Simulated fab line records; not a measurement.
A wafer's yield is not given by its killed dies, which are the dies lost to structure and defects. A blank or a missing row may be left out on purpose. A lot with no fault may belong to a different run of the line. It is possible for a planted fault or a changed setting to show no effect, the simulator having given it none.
Which tool is to blame?	flow n5Finfet	Sampling: 24 lots, 72 wafers, 4 of 1938 route steps

## WHAT EACH GAUGE READ, for each wafer
N5_DUMMY_GATE_INSPECT_27: inspects for defects (brightfield). Usual: rawDefectCount 302, standard deviation 76.
lot	measured	on	rawDefectCount	flag
L074	day 3 02:57	defectInspect-01	260 425 315	
L075	day 3 06:40	defectInspect-01	220 325 233	
L076	day 3 11:45	defectInspect-02	315 283 322	
L077	day 3 19:46	defectInspect-01	290 243 240	
L078	day 4 00:30	defectInspect-01	503 411 554	
L079	day 4 06:08	defectInspect-02	178 236 283	
L080	day 4 10:38	defectInspect-01	338 217 303	
L081	day 4 16:13	defectInspect-02	384 316 229	
L082	day 5 01:28	defectInspect-01	338 228 239	
L083	day 5 08:59	defectInspect-02	257 334 301	
L084	day 5 16:01	defectInspect-01	318 324 272	
L085	day 5 22:17	defectInspect-01	214 240 283	
L086	day 6 08:46	defectInspect-02	287 286 246	
L087	day 6 12:53	defectInspect-01	397 210 238	
L088	day 6 16:02	defectInspect-01	351 330 360	
L089	day 6 20:37	defectInspect-01	283 322 275	
L090	day 7 02:34	defectInspect-02	187 263 272	
L091	day 7 07:04	defectInspect-01	276 254 255	
L092	day 7 12:52	defectInspect-02	420 521 377	
L093	day 7 16:30	defectInspect-01	509 254 302	
L094	day 8 00:18	defectInspect-02	277 309 373	
L095	day 8 08:35	defectInspect-02	380 255 443	
L096	day 8 11:46	defectInspect-02	422 395 268	
L097	day 8 18:29	defectInspect-02	301 233 252	

N5_SPACER0_INSPECT_04: inspects for defects (darkfield). Usual: rawDefectCount 138, standard deviation 34.
lot	measured	on	rawDefectCount	flag
L074	day 3 03:33	defectInspect-01	117 208 158	
L075	day 3 07:16	defectInspect-01	141 157 129	
L076	day 3 12:22	defectInspect-02	156 134 135	
L077	day 3 20:22	defectInspect-01	132 103 90	
L078	day 4 01:19	defectInspect-02	221 152 247	
L079	day 4 07:13	defectInspect-01	66 102 116	
L080	day 4 11:14	defectInspect-02	142 103 134	
L081	day 4 17:03	defectInspect-02	171 135 105	
L082	day 5 05:37	defectInspect-01	124 100 100	
L083	day 5 11:27	defectInspect-02	103 131 135	
L084	day 5 17:40	defectInspect-01	137 144 119	
L085	day 5 23:22	defectInspect-01	116 128 120	
L086	day 6 09:22	defectInspect-01	163 122 130	
L087	day 6 13:29	defectInspect-02	182 128 118	
L088	day 6 16:38	defectInspect-01	164 116 160	
L089	day 6 21:13	defectInspect-02	165 175 129	
L090	day 7 03:11	defectInspect-01	72 90 124	
L091	day 7 07:45	defectInspect-01	111 112 97	
L092	day 7 13:41	defectInspect-02	186 235 185	
L093	day 7 17:15	defectInspect-01	237 156 155	
L094	day 8 01:19	defectInspect-01	111 127 135	
L095	day 8 09:14	defectInspect-02	128 126 167	
L096	day 8 12:22	defectInspect-02	155 175 109	
L097	day 8 19:05	defectInspect-02	124 114 117	

N5_SD_EPI_N_CD_MEAS_09: target cd 120 nm. Usual: cdNm 120.0 nm, standard deviation 0.88.
lot	measured	on	cdNm (nm)	flag
L074	day 3 03:57	cdSem-03	118.3 118.1 119.8	
L075	day 3 07:40	cdSem-03	121.3 120.3 118.8	
L076	day 3 12:46	cdSem-01	118.7 120.4 118.3	
L077	day 3 20:46	cdSem-02	120.8 120.2 120.7	
L078	day 4 01:43	cdSem-01	120.6 119.8 121.3	
L079	day 4 07:29	cdSem-02	121.2 119.4 119.7	
L080	day 4 11:38	cdSem-01	120.6 120.1 119.7	
L081	day 4 17:27	cdSem-01	119.7 120.6 119.8	
L082	day 5 06:01	cdSem-02	118.3 119.8 118.7	
L083	day 5 11:43	cdSem-03	120.2 120.3 120.8	
L084	day 5 18:04	cdSem-03	118.9 120.1 118.9	
L085	day 5 23:46	cdSem-03	119.9 120.4 120.1	
L086	day 6 09:39	cdSem-03	119.7 119.6 119.9	
L087	day 6 13:53	cdSem-02	120.3 120.9 120.6	
L088	day 6 17:02	cdSem-03	120.3 120.2 120.7	
L089	day 6 21:37	cdSem-02	120.4 121.2 120.6	
L090	day 7 03:35	cdSem-02	120.6 120.4 120.9	
L091	day 7 08:01	cdSem-02	120.9 119.2 118.8	
L092	day 7 14:05	cdSem-02	120.0 119.7 120.6	
L093	day 7 17:31	cdSem-03	119.2 120.2 119.9	
L094	day 8 01:35	cdSem-02	119.5 119.3 121.4	
L095	day 8 09:31	cdSem-02	117.8 119.4 118.0	
L096	day 8 12:46	cdSem-02	121.8 120.3 119.5	
L097	day 8 19:22	cdSem-02	120.9 118.9 120.6	

## WHICH TOOL RAN EACH LOT (tool, then ch and the chambers of the sampled wafers, then the start)
lot	N5_FIN_CUT_ETCH_30
L074	rieDiel-01 ch 2,3, day 2 03:11
L075	rieDiel-04 ch 0,2,3, day 2 08:41
L076	rieDiel-04 ch 0,2,3, day 2 15:57
L077	rieDiel-02 ch 0,3, day 2 22:04
L078	rieDiel-01 ch 1,2,3, day 3 04:12
L079	rieDiel-01 ch 1,3, day 3 10:16
L080	rieDiel-04 ch 0,2, day 3 14:46
L081	rieDiel-01 ch 0,3, day 3 20:35
L082	rieDiel-02 ch 0,1, day 4 03:49
L083	rieDiel-01 ch 1,2,3, day 4 09:45
L084	rieDiel-02 ch 0,2,3, day 4 15:20
L085	rieDiel-02 ch 0,1,3, day 4 21:20
L086	rieDiel-02 ch 1,3, day 5 10:59
L087	rieDiel-04 ch 0,2,3, day 5 15:23
L088	rieDiel-02 ch 0,1,3, day 5 18:48
L089	rieDiel-02 ch 0,1,3, day 5 21:36
L090	rieDiel-01 ch 0,3, day 6 05:04
L091	rieDiel-02 ch 0,3, day 6 11:05
L092	rieDiel-01 ch 2,3, day 6 16:14
L093	rieDiel-04 ch 2,3, day 6 20:50
L094	rieDiel-01 ch 0,1,3, day 7 02:57
L095	rieDiel-02 ch 1,2,3, day 7 11:38
L096	rieDiel-04 ch 1,2,3, day 7 16:07
L097	rieDiel-01 ch 0,2, day 7 21:34
- N5_FIN_CUT_ETCH_30: etches underlayer in N2/H2, target depth 13 nm, time 10.4 s.

## WHAT THE TOOLS THEMSELVES READ (means of the sampled wafers that have a number; where no wafer has one, the mark that the record gives instead)
N5_FIN_CUT_ETCH_30. Usual: drypumpMotorCurrentA 6.0 A, standard deviation 0.55; etchRfOnTimeS 10.5 s, standard deviation 0.36; oesProductAu 0.68 a.u., standard deviation 0.071; rfVppV 523.5 V, standard deviation 2.2; showerheadPlenumPTorr 2.53 Torr, standard deviation 0.076; throttleValvePct 17.78 %, standard deviation 0.29.
lot	tool	drypumpMotorCurrentA (A)	etchRfOnTimeS (s)	oesProductAu (a.u.)	rfVppV (V)	showerheadPlenumPTorr (Torr)	throttleValvePct (%)	flag
L074	rieDiel-01	6.6	10.3	0.69	522.3	2.50	17.47	
L075	rieDiel-04	6.2	10.5	0.68	522.9	2.53	17.72	
L076	rieDiel-04	6.1	10.6	0.67	522.9	2.53	17.73	
L077	rieDiel-02	5.9	10.6	0.63	523.7	2.57	18.14	
L078	rieDiel-01	6.5	10.6	0.73	523.9	2.53	17.54	
L079	rieDiel-01	6.3	10.8	0.71	524.3	2.54	17.46	
L080	rieDiel-04	5.8	10.8	0.64	523.4	2.52	17.78	
L081	rieDiel-01	5.5	10.1	0.78	523.1	2.51	17.46	
L082	rieDiel-02	5.5	10.5	0.62	525.4	2.62	18.11	
L083	rieDiel-01	6.5	10.6	0.71	523.4	2.53	17.57	
L084	rieDiel-02	5.9	10.6	0.60	523.9	2.52	18.11	
L085	rieDiel-02	5.6	10.5	0.63	524.0	2.58	18.04	
L086	rieDiel-02	5.6	10.4	0.65	524.3	2.54	17.85	
L087	rieDiel-04	6.2	10.7	0.66	522.8	2.52	17.76	
L088	rieDiel-02	5.7	10.5	0.63	524.3	2.57	18.05	
L089	rieDiel-02	5.7	10.6	0.62	523.5	2.57	18.05	
L090	rieDiel-01	5.5	10.3	0.74	523.0	2.50	17.48	
L091	rieDiel-02	5.8	10.7	0.61	524.4	2.56	18.18	
L092	rieDiel-01	6.6	10.2	0.67	522.5	2.49	17.54	
L093	rieDiel-04	6.3	10.5	0.67	521.6	2.44	17.58	
L094	rieDiel-01	5.9	10.5	0.72	523.8	2.53	17.58	
L095	rieDiel-02	5.8	10.4	0.68	525.6	2.58	17.82	
L096	rieDiel-04	5.8	10.4	0.70	521.6	2.50	17.74	
L097	rieDiel-01	6.2	10.0	0.70	521.5	2.47	17.62	

## THE ANSWER, worked out from the rows above alone
Rule: lot off if the mean of its wafers having a number is beyond 3 standard deviations from the usual mean. A lot without any number at a reading at which 4 lots or more have one is off too. All remaining lots with rows at the step are treated as sound. The gauges are gone through in route order, then the tools' own readings, and for those a lot's mean is taken as printed above. The first step at which some lot is off is used, and at that step the reading that is off furthest; a lot without a number counts as furthest.
No lot is off on any of the readings shown, so nothing can be concluded from this.

## WHAT THE SIMULATOR PUT IN
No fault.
